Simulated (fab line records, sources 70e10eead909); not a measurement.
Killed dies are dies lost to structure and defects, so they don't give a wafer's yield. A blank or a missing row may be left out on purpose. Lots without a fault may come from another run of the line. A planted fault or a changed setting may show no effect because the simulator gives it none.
Chamber matching | flow nand_harc | NHARC_A_CHANNEL_HOLE_D1_ETCH_38 on rie_diel-08: 4 sister chambers
The step etches the open film in CF4, target depth 39 nm, time 65 s. 16 wafers are shown with their chamber, then 7 later ones without.

WAFERS WITH THEIR CHAMBER
wafer  | chamber | run_length_s (s) | rf_vpp_V (V) | throttle_valve_pct (%)
L372.1 | 3       | 86.8             | 152.5        | 13.282
L372.2 | 0       | 86.2             | 151.1        | 13.282
L372.3 | 1       | 86.5             | 151.9        | 13.289
L373.2 | 0       | 86.1             | 150.7        | 13.277
L373.3 | 2       | 86.0             | 151.7        | 13.278
L373.6 | 3       | 87.1             | 153.1        | 13.291
L376.3 | 1       | 86.5             | 150.3        | 13.290
L376.5 | 3       | 87.0             | 153.3        | 13.276
L376.6 | 0       | 86.0             | 151.6        | 13.286
L377.1 | 0       | 86.3             | 150.9        | 13.277
L377.5 | 0       | 85.9             | 150.3        | 13.271
L377.6 | 1       | 86.6             | 149.2        | 13.271
L378.1 | 1       | 86.4             | 149.2        | 13.279
L378.4 | 3       | 87.5             | 152.4        | 13.284
L378.5 | 1       | 86.8             | 149.3        | 13.282
L380.2 | 1       | 86.5             | 151.1        | 13.287

SIGNATURES (means of the wafers above)
reading            | chamber 0 | chamber 1 | chamber 2 | chamber 3 | scatter within a chamber
run_length_s       | 86.100    | 86.550    | 86.000    | 87.100    | 0.195
rf_vpp_V           | 150.920   | 150.167   | 151.700   | 152.825   | 0.818
throttle_valve_pct | 13.27860  | 13.28300  | 13.27800  | 13.28325  | 0.00649
Rule: a wafer's distance from a chamber is the root of the sum, over the readings, of the square of ((its reading less the chamber's mean) divided by the reading's scatter). The wafer belongs to the nearest chamber; if the next one is less than 2 further off, it can't be placed. The scatter: the root of (the sum of the squares of (reading less its chamber's mean) over the shown wafers, divided by (wafers less chambers)).

WAFERS WITHOUT THEIR CHAMBER
wafer  | run_length_s (s) | rf_vpp_V (V) | throttle_valve_pct (%)
L380.3 | 86.6             | 149.2        | 13.287
L380.5 | 86.0             | 152.5        | 13.282
L387.1 | 87.0             | 153.2        | 13.289
L387.3 | 86.7             | 149.5        | 13.273
L387.5 | 86.8             | 150.4        | 13.289
L388.3 | 87.2             | 152.8        | 13.290
L388.4 | 86.0             | 151.9        | 13.283

WHICH CHAMBER EACH WENT THROUGH
wafer  | from the rows above     | in truth
L380.3 | 1                       | 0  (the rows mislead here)
L380.5 | can't be placed: 2 or 0 | 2
L387.1 | 3                       | 3
L387.3 | can't be placed: 1 or 0 | 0
L387.5 | can't be placed: 1 or 3 | 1
L388.3 | 3                       | 3
L388.4 | can't be placed: 2 or 0 | 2
Placed correctly: 2 of 7. Can't be placed from these rows: 4 (the true chamber is among the candidates in 4). Placed wrongly: 1.
